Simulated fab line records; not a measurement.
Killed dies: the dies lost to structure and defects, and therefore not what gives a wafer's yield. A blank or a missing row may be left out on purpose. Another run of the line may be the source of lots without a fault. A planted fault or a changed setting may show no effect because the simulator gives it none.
fab line records -- flow n5_finfet -- part 2 of 2: steps 18 to 18 of 18
record lots=6, wafers=18, last_day=17
route steps=1938 shown ZERO_LAYER@3 BEOL_M4@1111 PASSIVATION@1936
lots untouched by any fault: they come from a run of this same line in which no faults occurred
start_h: hours from the record's opening day to when the first of the lot's shown wafers began -- wait_h: hours elapsed since this lot's preceding step -- " the same as in the row above -- L1.1+2: one row covering several wafers at once -- - value missing, or start not given -- * or withheld: withheld -- < > ~ a bound
route shown NAME@n: names a module that has steps shown in the file, with the first one's number in the route -- usual: mean/standard deviation taken from wafers without a fault -- same: alike in all rows -- chamber/n: place in a boat -- sites: each site's reading -- _std_site: standard deviation of those values -- _edge_site: the outer-site mean with the inner-site mean subtracted -- radius_mm: how far each site lies from the wafer's centre -- mask NAME#n: copy n -- behind: the most recent tool/chamber to have shaped the wafer -- hold: what put the lot on hold/how long, in hours/how the hold closed -- device: the transistor (n, p or np) that didn't switch -- end of line: at the end of the route, the tests of the same wafers -- step lacking rows: just its recipe -- killed: dies lost to structure and defects at the first sort, not the wafer's yield -- map: a wafer's dies, x killed, . not, _ none there
set.NAME: the setting the step ran with; set.NAME@STEP: the setting that earlier step ran with -- model.NAME: the simulator's own value behind a step, which no gauge read
lots at some steps of the route; a table a step, a row a wafer
services: when a tool's chamber went out of use (start_h, in hours from the record's first day, below 0 if earlier), for how many hours, and the reason
## steps
# step N5_PASSIVATION_PROBE_49
# usual defect_limited_yield=91.2/1.5, killed_at_M0_to_M3=35/11, killed_at_M4_up=13/5.6, killed_at_contacts=13/6.3, killed_at_front_end=38/12, killed_at_other=3.7/2.9, killed_dies=104/18, killed_on_rim=14/3.8, killed_open=69/13, killed_short=34/8.3, sort_bin_5_function=5.2/0.95, sort_bin_6_memory=3.3/0.68, sort_n_pass=1076/18, sort_yield_pct=91.2/1.5
# same gross_dies=1180, killed_at_back_side=0, sort_bin_4_leakage[%]=0, sort_bin_8_speed[%]=0
lot.wafer,tool,chamber,start_h,wait_h,defect_limited_yield[%],killed_at_M0_to_M3,killed_at_M4_up,killed_at_contacts,killed_at_front_end,killed_at_other,killed_dies,killed_on_rim,killed_open,killed_short,sort_bin_5_function[%],sort_bin_6_memory[%],sort_n_pass,sort_yield_pct[%]
L191.1,prober-02,-,332.95,0.0,89.6,47,16,12,44,4,123,18,73,48,6.0,3.9,1057,89.6
L191.3,prober-02,-,333.05,0.1,91.5,50,4,7,37,2,100,14,67,30,4.8,3.5,1080,91.5
L191.6,prober-02,-,333.20,0.3,90.5,39,10,7,50,6,112,15,62,49,5.2,3.4,1068,90.5
L201.3,prober-02,-,383.79,0.1,90.2,35,16,32,31,2,116,12,76,39,5.1,4.5,1064,90.2
L201.4,prober-02,-,383.84,0.2,89.9,56,21,10,30,2,119,9,73,46,6.4,3.2,1061,89.9
L201.6,prober-02,-,383.94,0.3,91.5,38,17,22,21,2,100,8,75,25,5.3,2.8,1080,91.5
L204.1,prober-02,-,397.93,0.6,0,35,9,29,1106,1,1180,152,82,38,95.4,4.3,0,0
L204.4,prober-02,-,398.08,0.7,0,28,16,28,1104,4,1180,152,83,41,95.1,4.7,0,0
L204.6,prober-02,-,398.18,0.8,0,49,6,21,1104,0,1180,152,93,46,94.9,4.5,0,0
L205.1,prober-01,-,409.84,0.0,0,17,14,9,1139,1,1180,152,49,26,97.8,2.0,0,0
L205.3,prober-01,-,409.94,0.1,0,42,7,13,1113,5,1180,152,71,29,96.7,3.1,0,0
L205.5,prober-01,-,410.04,0.2,0,22,13,29,1115,1,1180,152,66,41,96.6,3.2,0,0
L206.3,prober-02,-,410.89,0.1,90.1,27,22,19,46,3,117,20,83,34,5.7,4.0,1063,90.1
L206.4,prober-02,-,410.94,0.2,87.9,51,11,14,59,8,143,17,91,47,6.9,4.7,1037,87.9
L206.5,prober-02,-,410.99,0.2,90.4,25,10,7,62,9,113,22,67,44,5.8,3.4,1067,90.4
L207.3,prober-01,-,411.96,0.1,92.4,23,12,22,27,6,90,10,63,27,4.3,3.1,1090,92.4
L207.5,prober-01,-,412.06,0.2,92.9,26,12,14,30,2,84,8,61,22,4.2,2.7,1096,92.9
L207.6,prober-01,-,412.11,0.3,92.8,22,11,23,28,1,85,17,56,26,4.4,2.6,1095,92.8
# killed by level:class
L191.1 FIN_SAQP:geometric_particle:short=18 BEOL_M1:geometric_particle:open=14 BEOL_M0_SAQP:geometric_particle:open=12 MOL_CONTACT_COAG:geometric_particle:open=8 BEOL_M2:geometric_particle:open=8 STI_FIN_REVEAL:geometric_particle:open=6 FIN_SAQP:geometric_particle:open=5 MOL_CONTACT_COAG:geometric_particle:short=4
L191.3 BEOL_M2:geometric_particle:open=17 BEOL_M3:geometric_particle:open=11 DUMMY_GATE:geometric_particle:open=9 STI_FIN_REVEAL:geometric_particle:open=8 BEOL_M1:geometric_particle:open=6 FIN_SAQP:geometric_particle:short=5 MOL_CONTACT_COAG:geometric_particle:open=5 BEOL_M3:geometric_particle:short=4
L191.6 FIN_SAQP:geometric_particle:short=16 FIN_SAQP:geometric_particle:open=14 BEOL_M0_SAQP:geometric_particle:short=9 BEOL_M3:geometric_particle:open=7 BEOL_M0_SAQP:geometric_particle:open=7 BEOL_M2:geometric_particle:open=6 STARTING-WAFER:geometric_particle:open=5 STI_FIN_REVEAL:geometric_particle:open=4
L201.3 MOL_CONTACT_COAG:geometric_particle:open=28 BEOL_M2:geometric_particle:open=10 GATE_CUT:geometric_particle:open=6 BEOL_M0_SAQP:geometric_particle:short=6 FIN_SAQP:geometric_particle:short=5 BEOL_M1:geometric_particle:open=5 BEOL_M0_SAQP:geometric_particle:open=5 ILD0:geometric_particle:open=4
L201.4 BEOL_M0_SAQP:geometric_particle:open=20 BEOL_M0_SAQP:geometric_particle:short=16 BEOL_M2:geometric_particle:open=10 GATE_CUT:geometric_particle:short=8 BEOL_M4:geometric_particle:open=8 MOL_CONTACT_COAG:geometric_particle:open=7 FIN_SAQP:geometric_particle:open=5 ILD0:geometric_particle:short=4
L201.6 MOL_CONTACT_COAG:geometric_particle:open=20 BEOL_M2:geometric_particle:open=8 BEOL_M4:geometric_particle:open=7 BEOL_M0_SAQP:geometric_particle:open=5 BEOL_M1:geometric_particle:open=5 BEOL_M2:geometric_particle:short=5 FIN_SAQP:geometric_particle:open=4 BEOL_M0_SAQP:geometric_particle:short=4
L204.1 ZERO_LAYER:area_etch=1059 MOL_CONTACT_COAG:geometric_particle:open=22 STI_FIN_REVEAL:geometric_particle:open=15 BEOL_M0_SAQP:geometric_particle:open=14 FIN_SAQP:geometric_particle:open=7 MOL_CONTACT_COAG:geometric_particle:short=7 BEOL_M0_SAQP:geometric_particle:short=7 FIN_SAQP:geometric_particle:short=5
L204.4 ZERO_LAYER:area_etch=1056 MOL_CONTACT_COAG:geometric_particle:open=23 FIN_SAQP:geometric_particle:open=14 BEOL_M4:geometric_particle:open=12 BEOL_M0_SAQP:geometric_particle:open=10 FIN_SAQP:geometric_particle:short=8 BEOL_M0_SAQP:geometric_particle:short=8 STI_FIN_REVEAL:geometric_particle:open=7
L204.6 ZERO_LAYER:area_etch=1040 STI_FIN_REVEAL:geometric_particle:open=21 FIN_SAQP:geometric_particle:short=17 MOL_CONTACT_COAG:geometric_particle:open=16 FIN_SAQP:geometric_particle:open=13 BEOL_M0_SAQP:geometric_particle:short=10 BEOL_M1:geometric_particle:open=10 BEOL_M3:geometric_particle:open=9
L205.1 ZERO_LAYER:area_etch=1102 FIN_SAQP:geometric_particle:short=8 MOL_CONTACT_COAG:geometric_particle:open=7 BEOL_M1:geometric_particle:open=6 DUMMY_GATE:geometric_particle:open=5 BEOL_M3:geometric_particle:open=5 FIN_SAQP:geometric_particle:open=3 GATE_CUT:geometric_particle:open=3
L205.3 ZERO_LAYER:area_etch=1079 MOL_CONTACT_COAG:geometric_particle:open=11 BEOL_M2:geometric_particle:open=11 FIN_SAQP:geometric_particle:open=10 BEOL_M3:geometric_particle:open=8 BEOL_M0_SAQP:geometric_particle:open=7 FIN_SAQP:geometric_particle:short=5 STI_FIN_REVEAL:geometric_particle:open=5
L205.5 ZERO_LAYER:area_etch=1070 MOL_CONTACT_COAG:geometric_particle:open=24 FIN_SAQP:geometric_particle:short=13 STI_FIN_REVEAL:geometric_particle:open=9 MOL_CONTACT_COAG:geometric_particle:short=5 BEOL_M0_SAQP:geometric_particle:short=5 BEOL_M2:geometric_particle:open=5 BEOL_M3:geometric_particle:open=5
L206.3 MOL_CONTACT_COAG:geometric_particle:open=18 FIN_SAQP:geometric_particle:open=14 BEOL_M0_SAQP:geometric_particle:open=13 BEOL_M4:geometric_particle:open=10 FIN_SAQP:geometric_particle:short=9 BEOL_M0_SAQP:geometric_particle:short=6 BEOL_M5:geometric_particle:open=5 STARTING-WAFER:geometric_particle:open=4
L206.4 BEOL_M0_SAQP:geometric_particle:short=18 FIN_SAQP:geometric_particle:open=17 BEOL_M0_SAQP:geometric_particle:open=16 STI_FIN_REVEAL:geometric_particle:open=15 FIN_SAQP:geometric_particle:short=12 MOL_CONTACT_COAG:geometric_particle:open=11 BEOL_M1:geometric_particle:open=9 BEOL_M4:geometric_particle:open=6
L206.5 FIN_SAQP:geometric_particle:open=18 FIN_SAQP:geometric_particle:short=18 STI_FIN_REVEAL:geometric_particle:open=13 BEOL_M1:geometric_particle:open=10 MOL_CONTACT_COAG:geometric_particle:open=6 BEOL_M0_SAQP:geometric_particle:short=6 BEOL_M4:geometric_particle:open=6 GATE_CUT:geometric_particle:short=4
L207.3 MOL_CONTACT_COAG:geometric_particle:open=19 STI_FIN_REVEAL:geometric_particle:open=7 BEOL_M0_SAQP:geometric_particle:short=7 BEOL_M2:geometric_particle:open=6 FIN_SAQP:geometric_particle:short=4 BEOL_M0_SAQP:geometric_particle:open=4 BEOL_M7:geometric_particle:open=4 STARTING-WAFER:geometric_particle:open=4
L207.5 BEOL_M2:geometric_particle:open=15 MOL_CONTACT_COAG:geometric_particle:open=11 FIN_SAQP:geometric_particle:open=8 BEOL_M4:geometric_particle:open=6 BEOL_M0_SAQP:geometric_particle:short=4 STI_FIN_REVEAL:geometric_particle:short=3 STI_FIN_REVEAL:geometric_particle:open=3 GATE_CUT:geometric_particle:open=3
L207.6 MOL_CONTACT_COAG:geometric_particle:open=19 STI_FIN_REVEAL:geometric_particle:open=8 FIN_SAQP:geometric_particle:short=6 BEOL_M2:geometric_particle:open=5 MOL_CONTACT_COAG:geometric_particle:short=4 BEOL_M0_SAQP:geometric_particle:short=4 BEOL_M7:geometric_particle:open=4 FIN_SAQP:geometric_particle:open=3
# map L204.1 (x killed, . not)
_________________xxxxxxxxxxxx________________
______________xxxxxxxxxxxxxxxxxx_____________
___________xxxxxxxxxxxxxxxxxxxxxxxx__________
__________xxxxxxxxxxxxxxxxxxxxxxxxxx_________
________xxxxxxxxxxxxxxxxxxxxxxxxxxxxxx_______
_______xxxxxxxxxxxxxxxxxxxxxxxxxxxxxxxx______
______xxxxxxxxxxxxxxxxxxxxxxxxxxxxxxxxxx_____
_____xxxxxxxxxxxxxxxxxxxxxxxxxxxxxxxxxxxx____
____xxxxxxxxxxxxxxxxxxxxxxxxxxxxxxxxxxxxxx___
___xxxxxxxxxxxxxxxxxxxxxxxxxxxxxxxxxxxxxxxx__
___xxxxxxxxxxxxxxxxxxxxxxxxxxxxxxxxxxxxxxxx__
__xxxxxxxxxxxxxxxxxxxxxxxxxxxxxxxxxxxxxxxxxx_
__xxxxxxxxxxxxxxxxxxxxxxxxxxxxxxxxxxxxxxxxxx_
_xxxxxxxxxxxxxxxxxxxxxxxxxxxxxxxxxxxxxxxxxxxx
_xxxxxxxxxxxxxxxxxxxxxxxxxxxxxxxxxxxxxxxxxxxx
_xxxxxxxxxxxxxxxxxxxxxxxxxxxxxxxxxxxxxxxxxxxx
_xxxxxxxxxxxxxxxxxxxxxxxxxxxxxxxxxxxxxxxxxxxx
_xxxxxxxxxxxxxxxxxxxxxxxxxxxxxxxxxxxxxxxxxxxx
_xxxxxxxxxxxxxxxxxxxxxxxxxxxxxxxxxxxxxxxxxxxx
_xxxxxxxxxxxxxxxxxxxxxxxxxxxxxxxxxxxxxxxxxxxx
_xxxxxxxxxxxxxxxxxxxxxxxxxxxxxxxxxxxxxxxxxxxx
__xxxxxxxxxxxxxxxxxxxxxxxxxxxxxxxxxxxxxxxxxx_
__xxxxxxxxxxxxxxxxxxxxxxxxxxxxxxxxxxxxxxxxxx_
___xxxxxxxxxxxxxxxxxxxxxxxxxxxxxxxxxxxxxxxx__
___xxxxxxxxxxxxxxxxxxxxxxxxxxxxxxxxxxxxxxxx__
____xxxxxxxxxxxxxxxxxxxxxxxxxxxxxxxxxxxxxx___
_____xxxxxxxxxxxxxxxxxxxxxxxxxxxxxxxxxxxx____
______xxxxxxxxxxxxxxxxxxxxxxxxxxxxxxxxxx_____
_______xxxxxxxxxxxxxxxxxxxxxxxxxxxxxxxx______
________xxxxxxxxxxxxxxxxxxxxxxxxxxxxxx_______
__________xxxxxxxxxxxxxxxxxxxxxxxxxx_________
___________xxxxxxxxxxxxxxxxxxxxxxxx__________
______________xxxxxxxxxxxxxxxxxx_____________
_________________xxxxxxxxxxxx________________
# map L205.1 (x killed, . not)
_________________xxxxxxxxxxxx________________
______________xxxxxxxxxxxxxxxxxx_____________
___________xxxxxxxxxxxxxxxxxxxxxxxx__________
__________xxxxxxxxxxxxxxxxxxxxxxxxxx_________
________xxxxxxxxxxxxxxxxxxxxxxxxxxxxxx_______
_______xxxxxxxxxxxxxxxxxxxxxxxxxxxxxxxx______
______xxxxxxxxxxxxxxxxxxxxxxxxxxxxxxxxxx_____
_____xxxxxxxxxxxxxxxxxxxxxxxxxxxxxxxxxxxx____
____xxxxxxxxxxxxxxxxxxxxxxxxxxxxxxxxxxxxxx___
___xxxxxxxxxxxxxxxxxxxxxxxxxxxxxxxxxxxxxxxx__
___xxxxxxxxxxxxxxxxxxxxxxxxxxxxxxxxxxxxxxxx__
__xxxxxxxxxxxxxxxxxxxxxxxxxxxxxxxxxxxxxxxxxx_
__xxxxxxxxxxxxxxxxxxxxxxxxxxxxxxxxxxxxxxxxxx_
_xxxxxxxxxxxxxxxxxxxxxxxxxxxxxxxxxxxxxxxxxxxx
_xxxxxxxxxxxxxxxxxxxxxxxxxxxxxxxxxxxxxxxxxxxx
_xxxxxxxxxxxxxxxxxxxxxxxxxxxxxxxxxxxxxxxxxxxx
_xxxxxxxxxxxxxxxxxxxxxxxxxxxxxxxxxxxxxxxxxxxx
_xxxxxxxxxxxxxxxxxxxxxxxxxxxxxxxxxxxxxxxxxxxx
_xxxxxxxxxxxxxxxxxxxxxxxxxxxxxxxxxxxxxxxxxxxx
_xxxxxxxxxxxxxxxxxxxxxxxxxxxxxxxxxxxxxxxxxxxx
_xxxxxxxxxxxxxxxxxxxxxxxxxxxxxxxxxxxxxxxxxxxx
__xxxxxxxxxxxxxxxxxxxxxxxxxxxxxxxxxxxxxxxxxx_
__xxxxxxxxxxxxxxxxxxxxxxxxxxxxxxxxxxxxxxxxxx_
___xxxxxxxxxxxxxxxxxxxxxxxxxxxxxxxxxxxxxxxx__
___xxxxxxxxxxxxxxxxxxxxxxxxxxxxxxxxxxxxxxxx__
____xxxxxxxxxxxxxxxxxxxxxxxxxxxxxxxxxxxxxx___
_____xxxxxxxxxxxxxxxxxxxxxxxxxxxxxxxxxxxx____
______xxxxxxxxxxxxxxxxxxxxxxxxxxxxxxxxxx_____
_______xxxxxxxxxxxxxxxxxxxxxxxxxxxxxxxx______
________xxxxxxxxxxxxxxxxxxxxxxxxxxxxxx_______
__________xxxxxxxxxxxxxxxxxxxxxxxxxx_________
___________xxxxxxxxxxxxxxxxxxxxxxxx__________
______________xxxxxxxxxxxxxxxxxx_____________
_________________xxxxxxxxxxxx________________
## services
tool,chamber,start_h,hours,kind
rie_diel-05,1,35.94,9.7,repair
rie_diel-06,2,40.57,3.8,repair
pecvd-04,-,56.13,2.8,pm
rie_si-02,0,73.56,2.3,repair
rie_diel-02,1,79.45,2.7,repair
rie_diel-05,3,87.43,14.2,repair
rie_si-06,2,87.53,31.1,repair
rie_diel-02,0,89.49,2.7,repair
rie_si-03,-,107.35,0.1,repair
pecvd-04,-,112.14,0.4,repair
rie_diel-06,1,113.05,1.8,repair
rie_diel-02,2,113.09,5.5,repair
rie_diel-02,3,114.85,2.7,repair
rie_diel-02,0,118.74,-,clean
rie_diel-02,0,118.74,-,consumable_replace:focus_ring
rie_diel-02,0,118.74,-,consumable_replace:showerhead
rie_diel-02,0,118.74,18.6,scheduled_down
rie_diel-02,0,118.74,18.6,vent_cycle
rie_diel-05,0,134.07,5.7,repair
pecvd-04,-,140.80,0.6,repair
rie_diel-02,3,143.56,-,clean
rie_diel-02,3,143.56,-,consumable_replace:focus_ring
rie_diel-02,3,143.56,16.6,scheduled_down
rie_diel-02,3,143.56,16.6,vent_cycle
## key
first_sign step=N5_ZERO_LAYER_ETCH_17, reading=tool_record, direction=missing
effect step=N5_ZERO_LAYER_STRIP_24, reading=strip_time_to_endpoint_s, direction=up, sigmas=3.4, usual=*, struck=*
effect step=N5_PASSIVATION_PROBE_49, reading=sort_bin_5_function, direction=up, sigmas=96, usual=5.2, struck=96.1
model_effect step=N5_ZERO_LAYER_ETCH_17, value=coat_of_ZERO_LAYER_COAT_05.thk_nm, without=969, struck=980.8
model_effect step=N5_ZERO_LAYER_ETCH_18, value=coat_of_ZERO_LAYER_COAT_05.thk_nm, without=929.1, struck=940.9
more_kills_born_at N5_ZERO_LAYER_ETCH_17@rie_diel-05=3251, N5_ZERO_LAYER_ETCH_17@rie_diel-02=3155
met_at N5_ZERO_LAYER_ETCH_17
struck_wafers L204.1,L204.4,L204.6,L205.1,L205.3,L205.5
later_rows_left_out L204.1,L204.4,L204.6,L205.1,L205.3,L205.5
onset_between 54.71 132.84
fault kind=skipped_step_whole, tool=rie_diel-02,rie_diel-05, chamber=-, onset_h=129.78, steps=N5_ZERO_LAYER_ETCH_17, scope=struck_lots_only
# later_rows_left_out: the simulator's readings of these wafers behind a module that went badly wrong aren't trusted and aren't shown, but for the sort
